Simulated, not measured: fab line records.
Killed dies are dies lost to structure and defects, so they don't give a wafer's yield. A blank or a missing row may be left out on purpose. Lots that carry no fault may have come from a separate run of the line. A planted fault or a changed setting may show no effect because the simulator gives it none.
Matching of chambers | flow n5 finfet | N5_BEOL_M12_TRENCH_ETCH_34 on rie diel-06 has 4 sister chambers
The step etches SiOC in C4F8/O2/Ar, target depth 318.95 nm, time 125.5 s. 7 wafers are shown with their chamber, then 7 later ones without.

== WAFERS PAIRED WITH THEIR CHAMBERS ==
wafer  | chamber | showerhead plenum p Torr (Torr) | throttle valve pct (%)
L080.2 | 3       | 3.51                            | 24.25
L080.5 | 0       | 3.52                            | 24.33
L080.6 | 3       | 3.51                            | 24.25
L086.5 | 2       | 3.35                            | 24.18
L086.6 | 0       | 3.52                            | 24.35
L092.1 | 2       | 3.34                            | 24.22
L092.2 | 1       | 3.36                            | 23.90

== WAFERS WITH NO CHAMBER GIVEN ==
wafer  | showerhead plenum p Torr (Torr) | throttle valve pct (%)
L092.3 | 3.51                            | 24.36
L094.2 | 3.34                            | 24.20
L094.4 | 3.51                            | 24.37
L094.6 | 3.34                            | 24.20
L096.2 | 3.34                            | 24.22
L096.4 | 3.50                            | 24.36
L096.6 | 3.50                            | 24.39

== EACH ONE'S CHAMBER ==
wafer  | from the rows above     | in truth
L092.3 | 0                       | 0
L094.2 | 2                       | 2
L094.4 | 0                       | 0
L094.6 | 2                       | 2
L096.2 | 2                       | 2
L096.4 | can't be placed: 0 or 3 | 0
L096.6 | 0                       | 0
6 of 7 placed correctly. These rows do not allow placing 1 (true chamber among the candidates in 1). Wrongly placed: 0.
How it was worked out, from the rows above alone: a wafer's distance from a chamber is the root of the sum, over the readings, of the square of ((its reading less the chamber's mean) divided by the reading's scatter). If the next closest chamber is less than 2 further off than the closest, the wafer can't be placed; otherwise it belongs to the closest. The mean given for a chamber averages the wafers shown for that chamber. The scatter: the root of (the sum of the squares of (reading less its chamber's mean) over the shown wafers, divided by (wafers less chambers)).
